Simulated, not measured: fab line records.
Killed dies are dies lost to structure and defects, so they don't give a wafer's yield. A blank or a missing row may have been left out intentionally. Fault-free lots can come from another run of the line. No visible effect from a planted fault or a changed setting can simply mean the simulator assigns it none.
Matching of chambers | flow n5_finfet | rie_diel-02 running N5_BEOL_M6_ETCH_72: 4 sister chambers
The step etches underlayer in N2/H2, target depth 6.5 nm, time 5.2 s. 8 wafers are shown with their chamber, then 7 later ones without.

WAFERS, EACH WITH ITS CHAMBER
wafer  | chamber | showerhead_plenum_p_Torr (Torr) | throttle_valve_pct (%)
L084.2 | 1       | 2.44                            | 17.7
L087.1 | 3       | 2.47                            | 17.7
L087.5 | 2       | 2.60                            | 17.9
L088.3 | 3       | 2.47                            | 17.7
L088.4 | 0       | 2.69                            | 17.9
L088.6 | 1       | 2.43                            | 17.7
L089.1 | 0       | 2.69                            | 17.9
L089.3 | 2       | 2.60                            | 17.8

WAFERS WHOSE CHAMBER IS MISSING
wafer  | showerhead_plenum_p_Torr (Torr) | throttle_valve_pct (%)
L089.4 | 2.46                            | 17.7
L093.1 | 2.60                            | 17.9
L093.3 | 2.46                            | 17.7
L093.4 | 2.68                            | 17.9
L097.2 | 2.68                            | 17.9
L097.4 | 2.43                            | 17.7
L097.5 | 2.59                            | 17.9

EACH ONE'S CHAMBER
wafer  | from the rows above | in truth
L089.4 | 3                   | 3
L093.1 | 2                   | 2
L093.3 | 3                   | 3
L093.4 | 0                   | 0
L097.2 | 0                   | 0
L097.4 | 1                   | 1
L097.5 | 2                   | 2
Placed correctly: 7 of 7. Not placeable from these rows: 0. 0 placed wrongly.
How it was worked out, from the rows above alone: a wafer's distance from a chamber is the root of the sum, over the readings, of the square of ((its reading less the chamber's mean) divided by the reading's scatter). If the next closest chamber is less than 2 further off than the closest, the wafer can't be placed; otherwise it belongs to the closest. For every chamber, the mean is computed from those of its wafers that are shown. The scatter: take each reading less its chamber's mean, square it, sum over the shown wafers, divide by the number of wafers less the number of chambers, and take the root.
